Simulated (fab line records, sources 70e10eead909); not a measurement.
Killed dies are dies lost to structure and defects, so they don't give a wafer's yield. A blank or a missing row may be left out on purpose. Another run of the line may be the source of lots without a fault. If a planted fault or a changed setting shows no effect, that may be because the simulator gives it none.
What tool caused it? :: flow nand harc :: 11 lots with 33 wafers sampled at 2 steps, on a route of 1302 steps

WHAT THE GAUGES READ, wafer by wafer
NHARC_P_ZERO_WELL_CD_MEAS_24: the cd target is 720 nm.
lot: L620
measured: day 1 22:46
on: cd sem-01
cd nm (nm): 720.3 718.4 718.4

lot: L623
measured: day 3 04:31
on: cd sem-03
cd nm (nm): 720.6 721.5 721.4

lot: L624
measured: day 3 14:28
on: cd sem-02
cd nm (nm): 719.3 721.4 720.4

lot: L626
measured: day 4 10:29
on: cd sem-03
cd nm (nm): 720.9 721.5 722.3

lot: L628
measured: day 5 06:40
on: cd sem-03
cd nm (nm): 723.0 720.5 722.1

lot: L631
measured: day 6 12:35
on: cd sem-03
cd nm (nm): 675.8 674.8 675.9

lot: L636
measured: day 8 14:35
on: cd sem-03
cd nm (nm): 718.7 718.9 721.2

lot: L640
measured: day 10 06:35
on: cd sem-03
cd nm (nm): 720.1 719.4 719.5

lot: L641
measured: day 10 16:37
on: cd sem-03
cd nm (nm): 720.5 721.7 722.2

lot: L642
measured: day 11 02:28
on: cd sem-01
cd nm (nm): 723.2 720.1 720.8

lot: L643
measured: day 11 12:35
on: cd sem-03
cd nm (nm): 719.0 719.6 721.5

WHICH TOOL RAN EACH LOT (tool, then ch and the chambers of the sampled wafers, then the start)
lot: L620
NHARC_P_ZERO_WELL_EXPOSE_21: krf scanner-02 ch 0, day 1 22:36

lot: L623
NHARC_P_ZERO_WELL_EXPOSE_21: krf scanner-02 ch 0, day 3 04:22

lot: L624
NHARC_P_ZERO_WELL_EXPOSE_21: krf scanner-04 ch 0, day 3 14:19

lot: L626
NHARC_P_ZERO_WELL_EXPOSE_21: krf scanner-02 ch 0, day 4 10:20

lot: L628
NHARC_P_ZERO_WELL_EXPOSE_21: krf scanner-03 ch 0, day 5 06:30

lot: L631
NHARC_P_ZERO_WELL_EXPOSE_21: krf scanner-03 ch 0, day 6 12:25

lot: L636
NHARC_P_ZERO_WELL_EXPOSE_21: krf scanner-02 ch 0, day 8 14:25

lot: L640
NHARC_P_ZERO_WELL_EXPOSE_21: krf scanner-03 ch 0, day 10 06:26

lot: L641
NHARC_P_ZERO_WELL_EXPOSE_21: krf scanner-02 ch 0, day 10 16:27

lot: L642
NHARC_P_ZERO_WELL_EXPOSE_21: krf scanner-02 ch 0, day 11 02:19

lot: L643
NHARC_P_ZERO_WELL_EXPOSE_21: krf scanner-04 ch 0, day 11 12:26
- NHARC_P_ZERO_WELL_EXPOSE_21: exposes mask P NWELL, target cd 720 nm.

THE ANSWER, worked out from the rows above alone
Rule: the lots themselves supply what counts as usual. Put in order of their means at a reading, lots are off if they are a third of the lots or fewer, leave a main group of 4 or more, and stand apart from it by a gap of 3 or more times the standard deviation of the main group's means; of several such gaps the widest counts. Not used: any main group whose means are identical at the precision the tables above print for the reading. Also off: a lot with no number at a reading for which 4 or more lots have one. Where the step has rows for the other lots, those lots are counted as sound.
Off, at NHARC_P_ZERO_WELL_CD_MEAS_24 on cd nm: L631. For the main group the mean is 720.6 nm and the standard deviation 0.94.
If a tool, at a process step before that reading, ran all the lots that are off and no sound lot after the first of them, it fits. Those tools and the gauges at NHARC_P_ZERO_WELL_CD_MEAS_24 are tried in the same way. None of those tried fits.

WHAT THE SIMULATOR PUT IN
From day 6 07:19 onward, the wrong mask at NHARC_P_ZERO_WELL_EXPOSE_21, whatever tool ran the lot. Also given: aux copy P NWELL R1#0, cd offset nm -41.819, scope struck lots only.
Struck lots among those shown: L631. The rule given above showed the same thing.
